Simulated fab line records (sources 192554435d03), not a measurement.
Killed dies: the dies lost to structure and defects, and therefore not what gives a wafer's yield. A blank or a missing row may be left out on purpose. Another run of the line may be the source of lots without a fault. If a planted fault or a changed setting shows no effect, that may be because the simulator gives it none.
Which of the tools did it?	flow n5Finfet	Sampling: 23 lots, 69 wafers, 6 of 1938 route steps

== WHAT THE GAUGES SHOWED, per wafer ==
No reading from a measuring or inspecting step in the record can be judged against a usual standard deviation.

== WHICH TOOL RAN EACH LOT (tool, then ch and the chambers of the sampled wafers, then the start) ==
lot	N5_BEOL_M4_HM_OPEN_17	N5_BEOL_M4_STRIP_97	N5_BEOL_M4_DEGAS_44	N5_BEOL_M4_ANNEAL_49	N5_BEOL_M4_SPUTTER_86	N5_BEOL_M4_SPUTTER_92
L074	rieMetal-03 ch 0,1, day 7 11:27	rieDiel-06 ch 2,3, day 7 17:48 or earlier	pvdSputter-01, day 7 17:48	pvdSputter-01, day 7 18:31	pvdSputter-01, day 7 19:06	pvdSputter-01, day 7 19:46
L075	rieMetal-01 ch 0,1, day 7 11:41	rieDiel-06 ch 0,2, day 7 18:15 or earlier	pvdSputter-03, day 7 18:15	pvdSputter-03, day 7 19:03	pvdSputter-03, day 7 19:38	pvdSputter-03, day 7 20:17
L076	rieMetal-03 ch 0,1, day 8 02:32	rieDiel-06 ch 0,2,3, day 8 07:56 or earlier	pvdSputter-03, day 8 07:56	pvdSputter-01, day 8 08:52	pvdSputter-01, day 8 09:27	pvdSputter-01, day 8 10:07
L077	rieMetal-02 ch 0,1, day 8 03:28	rieDiel-05 ch 1,2, day 8 11:02 or earlier	pvdSputter-03, day 8 11:02	pvdSputter-01, day 8 11:43	pvdSputter-01, day 8 12:17	pvdSputter-01, day 8 12:57
L078	rieMetal-03 ch 0, day 8 18:02	rieDiel-05 ch 0,1,3, day 8 20:23 or earlier	pvdSputter-01, day 8 20:23	pvdSputter-03, day 8 22:10	pvdSputter-03, day 8 22:45	pvdSputter-03, day 8 23:25
L080	rieMetal-02 ch 0,1, day 8 20:49	rieDiel-02 ch 0,1,2, day 9 00:41 or earlier	pvdSputter-03, day 9 00:41	pvdSputter-01, day 9 01:25	pvdSputter-01, day 9 02:00	pvdSputter-01, day 9 02:40
L079	rieMetal-03 ch 0, day 9 00:24	rieDiel-02 ch 0,1,3, day 9 03:48 or earlier	pvdSputter-01, day 9 03:48	pvdSputter-01, day 9 04:56	pvdSputter-01, day 9 05:31	pvdSputter-01, day 9 06:11
L081	rieMetal-02 ch 0,1, day 9 07:45	rieDiel-06 ch 0,3, day 9 09:46 or earlier	pvdSputter-01, day 9 09:46	pvdSputter-02, day 9 10:29	pvdSputter-02, day 9 11:04	pvdSputter-02, day 9 11:44
L082	rieMetal-03 ch 0,1, day 9 10:08	rieDiel-02 ch 0,1,3, day 9 13:07 or earlier	pvdSputter-02, day 9 13:07	pvdSputter-03, day 9 14:16	pvdSputter-03, day 9 14:50	pvdSputter-03, day 9 15:30
L083	rieMetal-03 ch 0,1, day 9 19:40	rieDiel-05 ch 1,3, day 10 02:40 or earlier	pvdSputter-02, day 10 02:40	pvdSputter-01, day 10 03:50	pvdSputter-01, day 10 04:25	pvdSputter-01, day 10 05:04
L084	rieMetal-01 ch 0,1, day 10 08:25	rieDiel-05 ch 0,3, day 10 10:22 or earlier	pvdSputter-01, day 10 10:22	pvdSputter-02, day 10 11:13	pvdSputter-02, day 10 11:48	pvdSputter-02, day 10 12:28
L086	rieMetal-02 ch 0,1, day 10 10:17	rieDiel-02 ch 0,1,3, day 10 13:42 or earlier	pvdSputter-01, day 10 13:42	pvdSputter-02, day 10 14:40	pvdSputter-02, day 10 15:14	pvdSputter-02, day 10 15:54
L085	rieMetal-01 ch 0, day 10 14:41	rieDiel-06 ch 1,3, day 10 16:54 or earlier	pvdSputter-02, day 10 16:54	pvdSputter-01, day 10 17:34	pvdSputter-01, day 10 18:08	pvdSputter-01, day 10 18:48
L087	rieMetal-02 ch 0,1, day 10 20:47	rieDiel-06 ch 0,1,3, day 11 02:56 or earlier	pvdSputter-02, day 11 02:56	pvdSputter-02, day 11 03:48	pvdSputter-02, day 11 04:23	pvdSputter-02, day 11 05:02
L089	rieMetal-03 ch 0,1, day 11 03:10	rieDiel-05 ch 0,1, day 11 13:35 or earlier	pvdSputter-02, day 11 13:35	pvdSputter-03, day 11 14:33	pvdSputter-03, day 11 15:08	pvdSputter-03, day 11 15:47
L090	rieMetal-02 ch 0,1, day 11 11:26	rieDiel-06 ch 0,1,2, day 11 13:57 or earlier	pvdSputter-03, day 11 13:57	pvdSputter-02, day 11 14:49	pvdSputter-02, day 11 15:24	pvdSputter-02, day 11 16:04
L091	rieMetal-02 ch 0,1, day 12 00:01	rieDiel-02 ch 0,2, day 12 05:59 or earlier	pvdSputter-02, day 12 05:59	pvdSputter-02, day 12 06:52	pvdSputter-02, day 12 07:27	pvdSputter-02, day 12 08:07
L092	rieMetal-03 ch 0,1, day 12 01:17	rieDiel-02 ch 0,2,3, day 12 09:29 or earlier	pvdSputter-01, day 12 09:29	pvdSputter-03, day 12 10:08	pvdSputter-03, day 12 10:43	pvdSputter-03, day 12 11:23
L093	rieMetal-02 ch 0,1, day 12 06:35	rieDiel-02 ch 0,2,3, day 12 12:42 or earlier	pvdSputter-03, day 12 12:42	pvdSputter-02, day 12 13:43	pvdSputter-02, day 12 14:17	pvdSputter-02, day 12 14:57
L094	rieMetal-03 ch 0,1, day 12 12:56	rieDiel-05 ch 0,1,2, day 12 15:42 or earlier	pvdSputter-01, day 12 15:42	pvdSputter-01, day 12 16:28	pvdSputter-01, day 12 17:03	pvdSputter-01, day 12 17:43
L095	rieMetal-01 ch 0,1, day 12 16:17	rieDiel-02 ch 0,1,3, day 12 21:10 or earlier	pvdSputter-01, day 12 21:10	pvdSputter-01, day 12 22:01	pvdSputter-01, day 12 22:35	pvdSputter-01, day 12 23:15
L096	rieMetal-01 ch 0,1, day 13 01:07	rieDiel-02 ch 0,1,2, day 13 08:37 or earlier	pvdSputter-03, day 13 08:37	pvdSputter-01, day 13 09:41	pvdSputter-01, day 13 10:16	pvdSputter-01, day 13 10:55
L097	rieMetal-02 ch 0,1, day 13 01:11	rieDiel-02 ch 0,1, day 13 12:11 or earlier	pvdSputter-02, day 13 12:11	pvdSputter-02, day 13 12:58	pvdSputter-02, day 13 13:33	pvdSputter-02, day 13 14:13
- N5_BEOL_M4_HM_OPEN_17: chemistry Cl2/BCl3, target TiN, target depth 20 nm, overetch 6 nm.
- N5_BEOL_M4_STRIP_97: strips in N2/H2, time 10 s.
- N5_BEOL_M4_DEGAS_44: time 60 s.
- N5_BEOL_M4_ANNEAL_49: time 240 s.
- N5_BEOL_M4_SPUTTER_86: material Cu, target thk 4.5 nm, time 8.29 s.
- N5_BEOL_M4_SPUTTER_92: material Cu, target thk 4.5 nm, time 8.29 s.

== AS READ BY THE TOOLS THEMSELVES (means over the sampled wafers that have a number; for cases with no such wafer, the mark the record gives instead) ==
N5_BEOL_M4_HM_OPEN_17. Usual: biasW 126.0 W (standard deviation 0.36); chamberPressureMTorr 9.998 mTorr (standard deviation 0.0089); drypumpMotorCurrentA 6.0 A (standard deviation 0.46); oes_ar_750_au 0.80 a.u. (standard deviation 0.047); oesProductAu 0.69 a.u. (standard deviation 0.037); rfFwdPowerW 992.9 W (standard deviation 2.8); throttleValvePct 22.12 % (standard deviation 0.18).
lot	tool	biasW (W)	chamberPressureMTorr (mTorr)	drypumpMotorCurrentA (A)	oes_ar_750_au (a.u.)	oesProductAu (a.u.)	rfFwdPowerW (W)	throttleValvePct (%)	flag
L074	rieMetal-03	125.8	9.995	6.3	0.88	0.77	992.2	22.35	
L075	rieMetal-01	125.8	10.004	5.8	0.79	0.69	993.8	22.10	
L076	rieMetal-03	126.4	9.996	6.4	0.84	0.73	991.6	22.20	
L077	rieMetal-02	126.0	10.001	5.6	0.83	0.70	991.8	22.03	
L078	rieMetal-03	125.8	9.996	6.5	0.80	0.70	990.4	22.06	
L080	rieMetal-02	125.8	9.995	6.0	0.79	0.67	993.8	21.97	
L079	rieMetal-03	126.1	10.001	6.5	0.80	0.71	993.4	22.05	
L081	rieMetal-02	126.0	9.988	5.6	0.81	0.69	993.4	22.05	
L082	rieMetal-03	126.1	10.002	6.3	0.87	0.75	994.8	22.35	
L083	rieMetal-03	125.3	10.006	6.4	0.82	0.72	995.6	22.21	
L084	rieMetal-01	126.4	9.995	5.8	0.77	0.67	990.0	22.12	
L086	rieMetal-02	125.9	9.995	6.0	0.78	0.67	995.7	21.97	
L085	rieMetal-01	125.8	9.987	5.8	0.77	0.67	990.4	22.07	
L087	rieMetal-02	126.2	9.999	6.0	0.78	0.66	994.7	21.99	
L089	rieMetal-03	126.0	10.005	6.4	0.82	0.71	995.3	22.22	
L090	rieMetal-02	126.3	10.000	5.6	0.80	0.68	990.4	22.06	
L091	rieMetal-02	125.9	9.996	5.6	0.80	0.68	993.8	22.07	
L092	rieMetal-03	125.9	10.000	6.3	0.83	0.72	989.9	22.37	
L093	rieMetal-02	125.9	9.998	6.0	0.77	0.66	993.9	21.98	
L094	rieMetal-03	125.8	10.001	6.4	0.81	0.70	991.5	22.23	
L095	rieMetal-01	126.0	10.002	5.8	0.76	0.65	992.4	22.11	
L096	rieMetal-01	125.8	10.016	5.8	0.76	0.65	991.8	22.11	
L097	rieMetal-02	126.1	9.997	5.6	0.79	0.68	997.7	22.07	

N5_BEOL_M4_STRIP_97. Usual: chamberPressureMTorr 19.995 mTorr, standard deviation 0.025; drypumpMotorCurrentA 5.9 A, standard deviation 0.5; oesProductAu 0.77 a.u., standard deviation 0.071; rfVppV 59.1 V, standard deviation 0.9; showerheadPlenumPTorr 2.57 Torr, standard deviation 0.064; throttleValvePct 23.77 %, standard deviation 0.3.
lot	tool	chamberPressureMTorr (mTorr)	drypumpMotorCurrentA (A)	oesProductAu (a.u.)	rfVppV (V)	showerheadPlenumPTorr (Torr)	throttleValvePct (%)	flag
L074	rieDiel-06	19.959	5.6	0.80	58.8	2.56	23.64	
L075	rieDiel-06	20.016	6.1	0.74	59.8	2.53	24.03	
L076	rieDiel-06	20.004	5.9	0.76	58.8	2.54	23.88	
L077	rieDiel-05	19.991	5.8	0.80	59.6	2.59	23.80	
L078	rieDiel-05	19.999	5.7	0.81	59.7	2.59	23.65	
L080	rieDiel-02	20.008	6.0	0.76	59.3	2.58	23.77	
L079	rieDiel-02	20.013	6.3	0.77	58.8	2.59	23.81	
L081	rieDiel-06	19.989	5.9	0.78	58.6	2.54	23.97	
L082	rieDiel-02	20.003	6.2	0.77	59.3	2.59	23.80	
L083	rieDiel-05	20.000	6.0	0.81	59.3	2.59	23.82	
L084	rieDiel-05	19.997	5.5	0.78	59.2	2.57	23.53	
L086	rieDiel-02	19.999	6.3	0.76	58.4	2.58	23.83	
L085	rieDiel-06	19.995	5.7	0.76	58.6	2.57	23.72	
L087	rieDiel-06	19.980	5.9	0.72	58.5	2.55	23.87	
L089	rieDiel-05	20.004	5.7	0.78	59.7	2.54	23.73	
L090	rieDiel-06	19.985	5.9	0.71	59.4	2.55	23.81	
L091	rieDiel-02	20.000	6.1	0.78	59.4	2.63	23.90	
L092	rieDiel-02	19.995	5.8	0.74	59.0	2.58	23.96	
L093	rieDiel-02	19.989	5.8	0.75	60.6	2.58	23.96	
L094	rieDiel-05	20.003	5.5	0.75	59.2	2.56	23.69	
L095	rieDiel-02	19.987	6.3	0.83	58.2	2.57	23.69	
L096	rieDiel-02	20.000	6.0	0.81	59.9	2.56	23.65	
L097	rieDiel-02	19.988	6.4	0.85	59.1	2.63	23.64	

N5_BEOL_M4_DEGAS_44. Usual: heaterPowerW 319 W, standard deviation 22.
lot	tool	heaterPowerW (W)	flag
L074	pvdSputter-01	333	
L075	pvdSputter-03	357	
L076	pvdSputter-03	330	
L077	pvdSputter-03	319	
L078	pvdSputter-01	321	
L080	pvdSputter-03	319	
L079	pvdSputter-01	319	
L081	pvdSputter-01	323	
L082	pvdSputter-02	308	
L083	pvdSputter-02	300	
L084	pvdSputter-01	318	
L086	pvdSputter-01	311	
L085	pvdSputter-02	298	
L087	pvdSputter-02	304	
L089	pvdSputter-02	297	
L090	pvdSputter-03	303	
L091	pvdSputter-02	306	
L092	pvdSputter-01	322	
L093	pvdSputter-03	310	
L094	pvdSputter-01	316	
L095	pvdSputter-01	318	
L096	pvdSputter-03	319	
L097	pvdSputter-02	302	

N5_BEOL_M4_ANNEAL_49. Usual: heaterPowerW 791 W, standard deviation 53; susceptor_temp_C_max 400.9, standard deviation 0.46.
lot	tool	heaterPowerW (W)	susceptor_temp_C_max	flag
L074	pvdSputter-01	803	401.5	
L075	pvdSputter-03	842	400.7	
L076	pvdSputter-01	816	401.6	
L077	pvdSputter-01	802	401.3	
L078	pvdSputter-03	750	400.9	
L080	pvdSputter-01	790	401.0	
L079	pvdSputter-01	791	401.4	
L081	pvdSputter-02	772	400.6	
L082	pvdSputter-03	797	400.8	
L083	pvdSputter-01	807	400.9	
L084	pvdSputter-02	764	400.9	
L086	pvdSputter-02	769	400.5	
L085	pvdSputter-01	812	401.2	
L087	pvdSputter-02	773	400.5	
L089	pvdSputter-03	877	400.9	
L090	pvdSputter-02	782	400.7	
L091	pvdSputter-02	742	400.6	
L092	pvdSputter-03	830	400.8	
L093	pvdSputter-02	758	400.8	
L094	pvdSputter-01	790	401.2	
L095	pvdSputter-01	826	401.0	
L096	pvdSputter-01	816	400.9	
L097	pvdSputter-02	803	400.4	

N5_BEOL_M4_SPUTTER_86. Usual: chamberPressurePa 0.06998 Pa, standard deviation 0.00013; substrateTempC -20.02 C, standard deviation 0.1; throttleValvePct 29.8 %, standard deviation 1.3.
lot	tool	chamberPressurePa (Pa)	substrateTempC (C)	throttleValvePct (%)	flag
L074	pvdSputter-01	0.06995	-20.01	30.7	
L075	pvdSputter-03	0.06994	-19.91	30.3	
L076	pvdSputter-01	0.07003	-19.99	31.1	
L077	pvdSputter-01	0.06991	-20.00	30.3	
L078	pvdSputter-03	0.07002	-19.97	29.9	
L080	pvdSputter-01	0.06993	-19.95	29.7	
L079	pvdSputter-01	0.06995	-20.05	30.1	
L081	pvdSputter-02	0.06985	-19.94	28.4	
L082	pvdSputter-03	0.06988	-20.04	30.7	
L083	pvdSputter-01	0.06992	-19.91	29.7	
L084	pvdSputter-02	0.06994	-20.09	29.5	
L086	pvdSputter-02	0.07002	-20.04	28.3	
L085	pvdSputter-01	0.07001	-20.05	30.5	
L087	pvdSputter-02	0.06984	-20.06	29.6	
L089	pvdSputter-03	0.06996	-20.02	31.5	
L090	pvdSputter-02	0.06988	-19.98	28.2	
L091	pvdSputter-02	0.07001	-20.03	29.7	
L092	pvdSputter-03	0.07007	-20.02	30.7	
L093	pvdSputter-02	0.07007	-19.99	28.6	
L094	pvdSputter-01	0.06997	-19.92	29.8	
L095	pvdSputter-01	0.07009	-20.08	29.9	
L096	pvdSputter-01	0.06993	-20.03	29.9	
L097	pvdSputter-02	0.06998	-20.06	29.2	

N5_BEOL_M4_SPUTTER_92. Usual: chamberPressurePa 0.07002 Pa, standard deviation 0.00013; substrateTempC -20.00 C, standard deviation 0.11; throttleValvePct 29.8 %, standard deviation 1.2.
lot	tool	chamberPressurePa (Pa)	substrateTempC (C)	throttleValvePct (%)	flag
L074	pvdSputter-01	0.07010	-19.89	30.7	
L075	pvdSputter-03	0.07002	-19.93	30.3	
L076	pvdSputter-01	0.07010	-20.02	30.8	
L077	pvdSputter-01	0.06988	-20.03	30.4	
L078	pvdSputter-03	0.07002	-20.10	30.0	
L080	pvdSputter-01	0.07008	-19.94	29.6	
L079	pvdSputter-01	0.06994	-20.11	30.2	
L081	pvdSputter-02	0.07005	-19.93	28.6	
L082	pvdSputter-03	0.07007	-20.05	30.7	
L083	pvdSputter-01	0.07009	-20.01	29.7	
L084	pvdSputter-02	0.07006	-19.92	29.6	
L086	pvdSputter-02	0.07002	-20.02	28.3	
L085	pvdSputter-01	0.07004	-20.03	30.5	
L087	pvdSputter-02	0.07006	-20.01	29.5	
L089	pvdSputter-03	0.06985	-20.02	31.3	
L090	pvdSputter-02	0.07011	-20.03	27.9	
L091	pvdSputter-02	0.07005	-20.02	29.7	
L092	pvdSputter-03	0.06998	-19.98	30.7	
L093	pvdSputter-02	0.06997	-19.97	28.6	
L094	pvdSputter-01	0.07002	-19.96	29.8	
L095	pvdSputter-01	0.07008	-19.94	29.9	
L096	pvdSputter-01	0.06994	-20.06	29.8	
L097	pvdSputter-02	0.07016	-20.06	29.2	

== THE ANSWER, worked out from the rows above alone ==
Rule: lot off if the mean of its wafers having a number is beyond 3 standard deviations from the usual mean. Also off: a lot with no number at a reading for which 4 or more lots have one. Any other lot the step has rows for is counted as sound. The gauges are gone through in route order, then the tools' own readings, and for those a lot's mean is taken as printed above. At the first step where some lot is off, the reading lying furthest off is the one used; lots without a number count as furthest.
No lot is off on any of the readings shown, so nothing can be concluded from this.

== WHAT WAS PUT IN BY THE SIMULATOR ==
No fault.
